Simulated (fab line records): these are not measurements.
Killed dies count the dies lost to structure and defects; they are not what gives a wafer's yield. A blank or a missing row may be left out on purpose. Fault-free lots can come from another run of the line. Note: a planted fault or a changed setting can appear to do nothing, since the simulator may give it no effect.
Matching of chambers :: flow nand harc :: NHARC_THIN_TSV_CMP_01 on cmp-04: 4 sister chambers
The step polishes. 14 wafers are shown with their chamber, then 7 later ones without.

WAFERS, EACH WITH ITS CHAMBER
wafer: L981.3
chamber: 1
motor current A (A): 13.5

wafer: L981.4
chamber: 2
motor current A (A): 10.0

wafer: L981.6
chamber: 3
motor current A (A): 12.9

wafer: L979.2
chamber: 2
motor current A (A): 9.4

wafer: L979.5
chamber: 2
motor current A (A): 9.9

wafer: L979.6
chamber: 3
motor current A (A): 13.3

wafer: L977.1
chamber: 2
motor current A (A): 10.4

wafer: L977.3
chamber: 0
motor current A (A): 12.2

wafer: L977.4
chamber: 1
motor current A (A): 13.4

wafer: L982.3
chamber: 0
motor current A (A): 11.8

wafer: L982.4
chamber: 2
motor current A (A): 10.2

wafer: L982.5
chamber: 1
motor current A (A): 13.1

wafer: L984.2
chamber: 2
motor current A (A): 9.6

wafer: L984.3
chamber: 1
motor current A (A): 13.4

SIGNATURES (averages over the wafers above)
reading: motor current A
chamber 0: 12.000
chamber 1: 13.350
chamber 2: 9.917
chamber 3: 13.100
scatter within a chamber: 0.306
Rule: for a wafer and a chamber, the distance is found by dividing, reading by reading, the gap between the wafer's reading and the chamber's mean by the reading's scatter, squaring, summing and taking the root. If the next closest chamber is less than 2 further off than the closest, the wafer can't be placed; otherwise it belongs to the closest. How the scatter is found: for the shown wafers, subtract from each reading the mean of its chamber, square and add these, divide the total by (wafers less chambers), then take the root.

WAFERS WHOSE CHAMBER IS MISSING
wafer: L984.4
motor current A (A): 12.2

wafer: L985.1
motor current A (A): 13.7

wafer: L985.4
motor current A (A): 12.9

wafer: L985.6
motor current A (A): 10.2

wafer: L996.1
motor current A (A): 12.6

wafer: L996.3
motor current A (A): 10.1

wafer: L996.6
motor current A (A): 13.1

EACH ONE'S CHAMBER
wafer: L984.4
from the rows above: 0
in truth: 0

wafer: L985.1
from the rows above: can't be placed: 1 or 3
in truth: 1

wafer: L985.4
from the rows above: can't be placed: 3 or 1
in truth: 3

wafer: L985.6
from the rows above: 2
in truth: 2

wafer: L996.1
from the rows above: can't be placed: 3 or 0 or 1
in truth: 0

wafer: L996.3
from the rows above: 2
in truth: 2

wafer: L996.6
from the rows above: can't be placed: 3 or 1
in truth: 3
Correct placement for 3 of the 7. These rows do not allow placing 4 (true chamber among the candidates in 4). Placed wrongly: 0.
